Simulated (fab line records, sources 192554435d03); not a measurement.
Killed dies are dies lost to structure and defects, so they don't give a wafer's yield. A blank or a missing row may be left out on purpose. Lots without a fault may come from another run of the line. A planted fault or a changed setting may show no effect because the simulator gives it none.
Chamber matching | flow n5_finfet | N5_BEOL_M2_CMP_52 on cmp-02: 4 sister chambers
The step polishes, stops on SiOC, t overpolish 6.8 s, target thk 40 nm. 8 wafers are shown with their chamber, then 7 later ones without.

WAFERS WITH THEIR CHAMBER
wafer  | chamber | time_to_endpoint_s (s) | motor_current_A (A)
L080.5 | 2       | 68                     | 4.7
L088.1 | 2       | 63                     | 4.7
L088.5 | 3       | 57                     | 5.5
L090.1 | 0       | 63                     | 5.5
L090.2 | 1       | 58                     | 5.7
L090.6 | 0       | 62                     | 6.1
L091.2 | 3       | 58                     | 5.7
L091.3 | 1       | 56                     | 5.3

WAFERS WITHOUT THEIR CHAMBER
wafer  | time_to_endpoint_s (s) | motor_current_A (A)
L091.4 | 66                     | 4.9
L096.1 | 66                     | 4.8
L096.3 | 61                     | 5.9
L096.5 | 62                     | 5.4
L097.1 | 69                     | 4.7
L097.4 | 62                     | 5.7
L097.5 | 59                     | 5.6

WHICH CHAMBER EACH WENT THROUGH
wafer  | from the rows above               | in truth
L091.4 | 2                                 | 2
L096.1 | 2                                 | 2
L096.3 | can't be placed: 0 or 3 or 1      | 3
L096.5 | can't be placed: 0 or 3 or 1 or 2 | 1
L097.1 | 2                                 | 2
L097.4 | can't be placed: 0 or 3           | 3
L097.5 | can't be placed: 3 or 1 or 0      | 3
Placed correctly: 3 of 7. Can't be placed from these rows: 4 (the true chamber is among the candidates in 4). Placed wrongly: 0.
How it was worked out, from the rows above alone: a wafer's distance from a chamber is the root of the sum, over the readings, of the square of ((its reading less the chamber's mean) divided by the reading's scatter). The wafer belongs to the nearest chamber; if the next one is less than 2 further off, it can't be placed. A chamber's mean is the mean of its shown wafers. The scatter: the root of (the sum of the squares of (reading less its chamber's mean) over the shown wafers, divided by (wafers less chambers)).
